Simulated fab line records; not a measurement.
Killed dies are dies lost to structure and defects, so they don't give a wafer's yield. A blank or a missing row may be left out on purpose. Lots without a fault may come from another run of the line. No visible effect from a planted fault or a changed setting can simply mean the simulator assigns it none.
Chamber matching / flow nand_harc / NHARC_A_ZERO_WELL_ETCH_13 on rie_si-01: 4 sister chambers
The step etches the open film in HBr/Cl2, target depth 120 nm, time 40.1 s. 14 wafers are shown with their chamber, then 7 later ones without.

WAFERS, EACH WITH ITS CHAMBER
wafer=L959.1; chamber=0; oes_product_au (a.u.)=0.992; throttle_valve_pct (%)=26.415; bias_w (W)=100.2
wafer=L959.3; chamber=3; oes_product_au (a.u.)=1.003; throttle_valve_pct (%)=26.400; bias_w (W)=99.6
wafer=L959.6; chamber=0; oes_product_au (a.u.)=0.993; throttle_valve_pct (%)=26.402; bias_w (W)=99.9
wafer=L960.4; chamber=2; oes_product_au (a.u.)=1.001; throttle_valve_pct (%)=26.411; bias_w (W)=100.1
wafer=L960.5; chamber=1; oes_product_au (a.u.)=0.998; throttle_valve_pct (%)=26.404; bias_w (W)=99.6
wafer=L960.6; chamber=2; oes_product_au (a.u.)=0.997; throttle_valve_pct (%)=26.422; bias_w (W)=100.0
wafer=L966.4; chamber=2; oes_product_au (a.u.)=1.024; throttle_valve_pct (%)=26.418; bias_w (W)=99.9
wafer=L966.5; chamber=2; oes_product_au (a.u.)=1.016; throttle_valve_pct (%)=26.403; bias_w (W)=99.7
wafer=L966.6; chamber=1; oes_product_au (a.u.)=0.992; throttle_valve_pct (%)=26.397; bias_w (W)=100.0
wafer=L967.2; chamber=3; oes_product_au (a.u.)=1.005; throttle_valve_pct (%)=26.405; bias_w (W)=100.3
wafer=L967.3; chamber=0; oes_product_au (a.u.)=0.995; throttle_valve_pct (%)=26.405; bias_w (W)=99.8
wafer=L967.5; chamber=0; oes_product_au (a.u.)=0.991; throttle_valve_pct (%)=26.414; bias_w (W)=100.2
wafer=L969.1; chamber=2; oes_product_au (a.u.)=1.018; throttle_valve_pct (%)=26.395; bias_w (W)=99.7
wafer=L969.2; chamber=1; oes_product_au (a.u.)=0.995; throttle_valve_pct (%)=26.393; bias_w (W)=99.9

SIGNATURES, as means of the wafers listed above
reading=oes_product_au; chamber 0=0.99275; chamber 1=0.99500; chamber 2=1.01120; chamber 3=1.00400; scatter within a chamber=0.00753
reading=throttle_valve_pct; chamber 0=26.40900; chamber 1=26.39800; chamber 2=26.40980; chamber 3=26.40250; scatter within a chamber=0.00827
reading=bias_w; chamber 0=100.025; chamber 1=99.833; chamber 2=99.880; chamber 3=99.950; scatter within a chamber=0.242
Rule: for each reading, subtract the chamber's mean from the wafer's reading, divide by that reading's scatter and square the result; add these up over the readings and take the root, which gives the wafer's distance from the chamber. If the next closest chamber is less than 2 further off than the closest, the wafer can't be placed; otherwise it belongs to the closest. The scatter is the square root of a quotient: the sum, over the shown wafers, of each reading's squared deviation from its chamber's mean, divided by wafers minus chambers.

WAFERS WHOSE CHAMBER IS MISSING
wafer=L969.3; oes_product_au (a.u.)=0.990; throttle_valve_pct (%)=26.420; bias_w (W)=99.9
wafer=L973.1; oes_product_au (a.u.)=0.994; throttle_valve_pct (%)=26.403; bias_w (W)=100.3
wafer=L973.3; oes_product_au (a.u.)=1.011; throttle_valve_pct (%)=26.404; bias_w (W)=100.3
wafer=L973.5; oes_product_au (a.u.)=0.982; throttle_valve_pct (%)=26.397; bias_w (W)=100.0
wafer=L975.1; oes_product_au (a.u.)=1.019; throttle_valve_pct (%)=26.400; bias_w (W)=99.7
wafer=L975.3; oes_product_au (a.u.)=0.992; throttle_valve_pct (%)=26.424; bias_w (W)=100.3
wafer=L975.4; oes_product_au (a.u.)=1.008; throttle_valve_pct (%)=26.393; bias_w (W)=100.3

CHAMBER TAKEN BY EACH
wafer=L969.3; from the rows above=can't be placed: 0 or 1 or 3 or 2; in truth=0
wafer=L973.1; from the rows above=can't be placed: 0 or 3 or 1 or 2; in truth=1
wafer=L973.3; from the rows above=can't be placed: 3 or 2 or 0 or 1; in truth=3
wafer=L973.5; from the rows above=can't be placed: 1 or 0 or 3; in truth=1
wafer=L975.1; from the rows above=can't be placed: 2 or 3 or 1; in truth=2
wafer=L975.3; from the rows above=can't be placed: 0 or 3 or 2 or 1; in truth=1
wafer=L975.4; from the rows above=can't be placed: 3 or 1 or 2 or 0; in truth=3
Correct placement for 0 of the 7. Not placeable from these rows: 7 (in 7, the candidates include the true chamber). 0 placed wrongly.
